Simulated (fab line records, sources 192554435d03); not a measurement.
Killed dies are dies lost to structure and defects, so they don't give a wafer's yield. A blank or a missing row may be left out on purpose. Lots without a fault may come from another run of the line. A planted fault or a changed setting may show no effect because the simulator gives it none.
Split-lot experiment | flow n5_finfet | 7 lots, 21 wafers read, on a route of 1938 steps

THE SPLIT
At N5_BEOL_M7_PECVD_70 (deposits SiO2 from TEOS/O2, target thk 20 nm, time 22.7 s), the setting temp_c was moved away from the recipe's 400 C on 6 of the 21 wafers read, by -2.9% to +3.6%. The other wafers ran this setting at the recipe's value.

FROM THE SPLIT TO THE READING: what the file shows between them, 4 steps
- N5_BEOL_M7_EXPOSE_08: exposes mask M7 (also split here: dose_mj)
- N5_BEOL_M7_PEB_09: peb time 60 s
- N5_BEOL_M7_DEVELOP_10: develop time 30 s
- N5_BEOL_M7_STRIP_80: strips in N2/H2, time 10 s

THE READING
SiO2_of_BEOL_M7_PECVD_70.thk_nm (the simulator's own value, which no gauge read), in nm, at N5_BEOL_M7_HM_STRIP_39 (strips TiN in peroxide tin strip, target depth 25 nm, time 158 s). The file gives no usual value for it. The 15 wafers here that ran the recipe average 19.8 nm, standard deviation 0.25 nm.

wafer  | tool, chamber at the split | temp_c as run, C | against the recipe | SiO2_of_BEOL_M7_PECVD_70.thk_nm, nm | against lot-mates on the recipe
L078.1 | pecvd-02, 0                | 400              | recipe             | 19.4                                | -
L078.3 | pecvd-02, 2                | 400              | recipe             | 19.8                                | -
L078.5 | pecvd-02, 1                | 400              | recipe             | 19.8                                | -
L080.2 | pecvd-02, 0                | 400              | recipe             | 19.2                                | -
L080.3 | pecvd-02, 1,0              | 400              | recipe             | 19.6                                | -
L080.4 | pecvd-02, 1,0              | 400              | recipe             | 19.6                                | -
L082.3 | pecvd-03, 1                | 400              | recipe             | 20                                  | -
L082.6 | pecvd-03, 1                | 400              | recipe             | 20                                  | -
L082.5 | pecvd-03, 2                | 400              | recipe             | 19.8                                | -
L085.1 | pecvd-02, 0                | 414.6            | +3.6%              | 17.2                                | -2.4
L085.5 | pecvd-02, 1                | 400              | recipe             | 19.6                                | -
L085.6 | pecvd-02, 2                | 414.6            | +3.6%              | 18.2                                | -1.4
L089.3 | pecvd-03, 0                | 400              | recipe             | 19.8                                | -
L089.5 | pecvd-03, 2                | 410.3            | +2.6%              | 18.8                                | -1.1
L089.6 | pecvd-03, 1                | 400              | recipe             | 20                                  | -
L092.2 | pecvd-04, 0                | 408.3            | +2.1%              | 18.4                                | -1.8
L092.5 | pecvd-04, 1                | 400              | recipe             | 20.2                                | -
L092.6 | pecvd-04, 0                | 408.3            | +2.1%              | 18.8                                | -1.4
L094.1 | pecvd-02, 0                | 400              | recipe             | 19.8                                | -
L094.3 | pecvd-02, 1                | 400              | recipe             | 20                                  | -
L094.4 | pecvd-02, 2                | 388.3            | -2.9%              | 22.4                                | +2.5
Where a row lists several chambers, the file gives one row for several wafers and doesn't say which wafer went through which chamber.

THE FIT
A straight line over all 21 wafers: SiO2_of_BEOL_M7_PECVD_70.thk_nm changes by -0.62 nm for each +1% of temp_c; r = -0.93; the points scatter about the line by 0.36 nm.
The same after taking each lot's own level away (the mean of its wafers on the recipe; 21 wafers): -0.621 nm for each +1%; r = -0.95; scatter 0.32 nm.
On that fit, the largest move of temp_c shifts the reading by 2.3 nm.
The lots' own levels span 19.47 to 20.20 nm, that is 2.9 times the standard deviation above.
So the lot-to-lot level changes the slope little: the two slopes agree.
Check: with one of the wafers moved furthest among these (+3.6%) left out of the fit, the line predicts -2.14 nm for it against its lot-mates. It came out at -2.4 nm against them.

OTHER SPLITS ON THESE WAFERS
These wafers also went through other splits before the reading. Each is held against what the fit with the lots' levels taken away leaves over:
other split on the same wafers    | wafers away from the commonest value | r with SiO2_of_BEOL_M7_PECVD_70.thk_nm (lot level and that fit taken away)
N5_BEOL_M4_COAT_73 spin_rpm       | 6                                    | +0.04
N5_BEOL_M4_COAT_76 spin_rpm       | 8                                    | +0.18
N5_BEOL_M4_COAT_22 spin_rpm       | 7                                    | +0.09
N5_BEOL_M5_HM_DEP_02 target_thk_a | 8                                    | +0.17
N5_BEOL_M5_COAT_59 spin_rpm       | 10                                   | +0.14
N5_BEOL_M7_EXPOSE_08 dose_mj      | 6                                    | +0.10

THE WHOLE CHAIN: every reading that the file lists as answering this split, in the file's order
step                   | what it does                                                     | reading                                                                          | change (the file's fit)               | r (the file's)
N5_BEOL_M7_PECVD_70    | deposits SiO2 from TEOS/O2, target thk 20 nm, time 22.7 s        | SiO2_of_BEOL_M7_PECVD_70.thk_nm (the simulator's own value, which no gauge read) | -0.598 nm for each +1% of the setting | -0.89
N5_BEOL_M7_HM_STRIP_39 | strips TiN in peroxide tin strip, target depth 25 nm, time 158 s | SiO2_of_BEOL_M7_PECVD_70.thk_nm (the simulator's own value, which no gauge read) | -0.622 nm for each +1% of the setting | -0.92

THE FILE'S OWN FIT
SiO2_of_BEOL_M7_PECVD_70.thk_nm changes by -0.622 nm for each +1% of temp_c, r = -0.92.
